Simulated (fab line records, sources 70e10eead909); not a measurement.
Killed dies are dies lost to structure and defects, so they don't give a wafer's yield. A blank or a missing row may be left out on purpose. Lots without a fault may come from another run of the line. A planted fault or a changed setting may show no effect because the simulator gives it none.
Chamber matching | flow nand_harc | NHARC_A_M1_CMP_23 on cmp-02: 4 sister chambers
The step polishes, t overpolish 20 s, target thk 154.34 nm. 16 wafers are shown with their chamber, then 8 later ones without.

WAFERS WITH THEIR CHAMBER
wafer  | chamber | time_to_endpoint_s (s) | motor_current_A (A)
L977.3 | 3       | 30.3                   | 11.6
L977.4 | 0       | 29.0                   | 12.1
L977.6 | 2       | 24.2                   | 12.2
L981.2 | 3       | 32.2                   | 12.6
L981.5 | 2       | 29.7                   | 13.2
L981.6 | 3       | 32.1                   | 12.0
L983.2 | 2       | 28.9                   | 13.0
L983.3 | 0       | 29.8                   | 13.0
L983.5 | 2       | 28.4                   | 12.8
L982.3 | 2       | 28.7                   | 13.2
L982.4 | 3       | 32.0                   | 11.8
L982.6 | 1       | 34.5                   | 12.0
L989.1 | 0       | 31.8                   | 12.2
L989.2 | 2       | 29.0                   | 12.8
L989.4 | 1       | 33.3                   | 12.2
L991.3 | 0       | 30.5                   | 12.7

SIGNATURES (means of the wafers above)
reading            | chamber 0 | chamber 1 | chamber 2 | chamber 3 | scatter within a chamber
time_to_endpoint_s | 30.275    | 33.900    | 28.150    | 31.650    | 1.5
motor_current_A    | 12.500    | 12.100    | 12.867    | 12.000    | 0.389
Rule: a wafer's distance from a chamber is the root of the sum, over the readings, of the square of ((its reading less the chamber's mean) divided by the reading's scatter). The wafer belongs to the nearest chamber; if the next one is less than 2 further off, it can't be placed. The scatter: the root of (the sum of the squares of (reading less its chamber's mean) over the shown wafers, divided by (wafers less chambers)).

WAFERS WITHOUT THEIR CHAMBER
wafer  | time_to_endpoint_s (s) | motor_current_A (A)
L991.4 | 29.7                   | 12.3
L991.6 | 23.9                   | 13.2
L100.4 | 26.4                   | 12.6
L100.5 | 30.8                   | 12.1
L100.6 | 32.4                   | 12.0
L999.1 | 30.4                   | 11.6
L999.3 | 30.8                   | 12.6
L999.4 | 31.5                   | 11.8

WHICH CHAMBER EACH WENT THROUGH
wafer  | from the rows above               | in truth
L991.4 | can't be placed: 0 or 3 or 2      | 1
L991.6 | can't be placed: 2 or 0           | 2
L100.4 | can't be placed: 2 or 0           | 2
L100.5 | can't be placed: 3 or 0 or 1      | 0
L100.6 | can't be placed: 3 or 1 or 0      | 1
L999.1 | can't be placed: 3 or 0 or 1      | 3
L999.3 | can't be placed: 0 or 3 or 2 or 1 | 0
L999.4 | can't be placed: 3 or 1 or 0      | 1
Placed correctly: 0 of 8. Can't be placed from these rows: 8 (the true chamber is among the candidates in 7). Placed wrongly: 0.
